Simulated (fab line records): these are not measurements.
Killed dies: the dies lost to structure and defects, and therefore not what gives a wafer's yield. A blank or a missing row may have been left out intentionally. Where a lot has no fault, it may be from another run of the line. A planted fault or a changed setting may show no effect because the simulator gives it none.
Struck lot and sound lot, side by side :: flow nandHarc :: 15 steps out of a route of 1302
Sound: the wafers L585.3, L585.4, L585.6. Struck: wafer L588.1 (L588.2, L588.3, from the same lot, were not struck and are left out); the cause is given at the end.
For every step that has rows: the tool of each side, followed by ch and its chambers, followed by its first start. Under that, the readings that differ: sound wafers :: struck wafers :: difference of the means :: sigmas: that difference in standard deviations of wafers without a fault.
alike: words and numbers the same on both sides, and readings whose means are apart by under 2 such deviations; not compared: readings that were withheld, readings missing a value for some wafer, numbers with overlapping values and no deviation given by the record, and bounds like >300 which may hide the same value.
A row with sigmas, a row that says differs or no value, or rows on one side alone: a step with any of these is where the two part. Non-overlapping numbers with no deviation appear without sigmas and do not part them. Lack of a reading on every wafer of one side parts them only where that side has two or more wafers.

NHARC_P_M2_INSPECT_11:
  sound on defectInspect-01, day 9 06:23; struck on defectInspect-02, day 10 18:11
  alike: rawDefectCount
NHARC_P_M2_DESCUM_14: chemistry O2, time 3 s.
  sound on rieDiel-10 ch 1,2, day 9 06:27; struck on rieDiel-09 ch 1, day 10 18:16
  alike: chamberPressureMTorr, drypumpMotorCurrentA, oesProductAu, rfVppV, showerheadPlenumPTorr, throttleValvePct
  not compared: rfHoursCounterH
NHARC_P_M2_ETCH_35: etches the open film in N2/H2, target depth 40 nm, overetch 12 nm, time 43.94 s.
  sound on rieDiel-10 ch 1,2,3, day 9 06:32; struck on rieDiel-09 ch 3, day 10 18:20
  alike: chamberPressureMTorr, drypumpMotorCurrentA, oesProductAu, rfVppV, showerheadPlenumPTorr, throttleValvePct
  not compared: rfHoursCounterH
then, 1 step without rows for these wafers: NHARC_P_M2_ETCH_15 (etches the open film in C4F8/Ar, target depth 182.5 nm, time 91.2 s).
NHARC_P_M2_CD_MEAS_16:
  sound on cdSem-02, day 9 06:47; struck on cdSem-03, day 10 18:34
  alike: cdNm
then, 3 steps without rows for these wafers: NHARC_P_M2_STRIP_18 (strips in N2/H2); NHARC_P_M2_ETCH_28 (etches the open film in CF4/N2, target depth 30 nm, time 72.99 s); NHARC_P_M2_STRIP_19 (strips in post etch residue remover, time 600 s).
NHARC_P_M2_DEGAS_29: time 60 s.
  sound on pvdSputter-01, day 9 07:34; struck on pvdSputter-02, day 10 19:17
  alike: heaterPowerW
then, 1 step without rows for these wafers: NHARC_P_M2_PRE_CLEAN_30 (time 30 s).
NHARC_P_M2_PVD_20: deposits TaN, target thk 5 nm, time 8.06 s.
  sound on pvdSputter-01; struck on pvdSputter-02
  alike: chamberPressurePa, throttleValvePct
then, 1 step without rows for these wafers: NHARC_P_M2_PVD_21 (deposits Cu, target thk 30 nm, time 20.49 s).
NHARC_P_M2_ECD_22: material Cu, target thk 400 nm.
  sound on ecdCu-02 ch 0,1, day 9 08:01; struck on ecdCu-02 ch 0,1, day 10 19:38
NHARC_P_M2_ANNEAL_31: time 90 s.
  sound on rtpAnneal-01 ch 0, day 9 08:24; struck on rtpAnneal-02 ch 0, day 10 20:00
  alike: wafer_temp_C_max
NHARC_P_M2_CMP_23: polishes, t overpolish 20 s, target thk 144.3 nm.
  sound on cmp-02 ch 0,2, day 9 08:38; struck on cmp-01 ch 1, day 10 20:21
reading: timeToEndpointS (s)
sound: 26.9 29.5 28.2
struck: 14.8
difference: -13.4
sigmas: -5
  alike: motorCurrentA

WHERE THEY PART
Only at NHARC_P_M2_CMP_23, within this record.

WHY: what the simulator had put in
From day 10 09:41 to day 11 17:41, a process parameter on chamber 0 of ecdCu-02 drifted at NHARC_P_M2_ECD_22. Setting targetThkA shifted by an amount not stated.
